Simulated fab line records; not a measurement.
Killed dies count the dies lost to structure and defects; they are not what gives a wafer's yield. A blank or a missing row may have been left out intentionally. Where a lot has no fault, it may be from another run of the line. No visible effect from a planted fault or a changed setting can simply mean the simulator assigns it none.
Problem report in the 8D (eight disciplines) form, filled by code / flow n5 finfet / the parts of the form that need people (team, actions taken, sign-off) are left out

1. THE ISSUE
Wafers with no fault read 425.4 W with a standard deviation of 1.8, whereas rf fwd power W at N5_BEOL_M0_ETCH_128 reads a mean of 683.3 W on 1 wafer of 1 lot. That is +99 or more standard deviations from the usual mean.
The step: etches SiCN in CF4/N2, target depth 12 nm, overetch 5.1 nm, time 21.4 s.
Earliest sighting: wafer L597.2 on rie diel-01 at day 8 03:47. The record has a number at this step for 27 wafers belonging to 9 lots. By rule, "out" or "out of limits" means more than 4 standard deviations away from the usual mean. The rest of the wafers with a number are treated as sound.

2. WHAT IT IS, AND WHAT IT ISN'T
question=which readings at this step | is=rf fwd power W, rf vpp V | is not=drypump motor current A, oes product au, showerhead plenum p Torr, throttle valve pct
question=which lots | is=L597 | is not=L590, L592, L595, L604, L608, L609, L610, L611
question=which wafers of those lots | is=L597.2 | is not=L597.1, L597.5
question=read on which tools | is=rie diel-01 | is not=rie diel-03
question=when | is=from day 8 03:47 | is not=up to then (11 sound wafers); but 15 sound wafers of L604, L608, L609, L610, L611 came after

3. WHAT RULES OUT EACH SUSPECT
Counting: if a tool at a process step up to the reading ran every lot that is out, it stays a suspect. Sound lots after the first of them don't rule it out here, since some wafers of a struck lot are sound.
- rie metal-03 at N5_BEOL_M0_HM_OPEN_105 (chemistry Cl2/BCl3, target TiN, target depth 12 nm): kept. It ran the lot that is out, L597 (day 8 03:12); its last sound lot up to then is L592 (day 6 19:10).
- rie diel-03 at N5_BEOL_M0_STRIP_140 (strips in CF4): kept. It ran the lot that is out, L597 (day 8 03:37); its last sound lot up to then is L595 (day 7 16:15).
- rie diel-01 at N5_BEOL_M0_ETCH_128 (etches SiCN in CF4/N2, target depth 12 nm, overetch 5.1 nm, time 21.4 s): kept. It ran the lot that is out, L597 (day 8 03:47); its last sound lot up to then is L595 (day 7 16:48). On those wafers its own readings are out: rf fwd power W, rf vpp V.
- rie diel-01, N5_BEOL_M0_ETCH_128: wafers that are out in chamber 0, sound lot-mates in chambers 2, 3.
Left after counting: rie metal-03 at N5_BEOL_M0_HM_OPEN_105, rie diel-03 at N5_BEOL_M0_STRIP_140, rie diel-01 at N5_BEOL_M0_ETCH_128.

4. THE CAUSE (what the simulator had put in)
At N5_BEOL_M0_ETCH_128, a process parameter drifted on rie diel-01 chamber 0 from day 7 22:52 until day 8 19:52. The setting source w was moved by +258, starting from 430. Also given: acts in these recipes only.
After counting, 3 suspects remain, this tool included.

5. THE EFFECT CHAIN, in route order
Each row: a reading where the mean over the struck wafers with a number is more than 3 standard deviations away from the usual. Scope: only readings with a usual standard deviation given in the record; hours: median across lots of the time from each lot's start at the first step in this table that gives one to its start at this step; sigmas: change in usual standard deviations.
hours=0; step=N5_BEOL_M0_ETCH_128; reading=rf fwd power W; usual=425.4 W; on struck wafers=683.3; change=+257.9; sigmas=+99 or more
hours=0; step=N5_BEOL_M0_ETCH_128; reading=rf vpp V; usual=382.8 V; on struck wafers=325.6; change=-57.2; sigmas=-23
Process steps it contains:
- N5_BEOL_M0_ETCH_128: etches SiCN in CF4/N2, target depth 12 nm, overetch 5.1 nm, time 21.4 s.
Later steps that measure or inspect, where all struck wafers having a row at the step show a number for every such reading and not one has moved that far: N5_BEOL_M4_RC_MEAS_101.

6. HOW IT WOULD HAVE BEEN CAUGHT EARLIER
5 hours passed between the start of the fault at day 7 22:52 and the first reading out of limits in this record, taken at day 8 03:47.
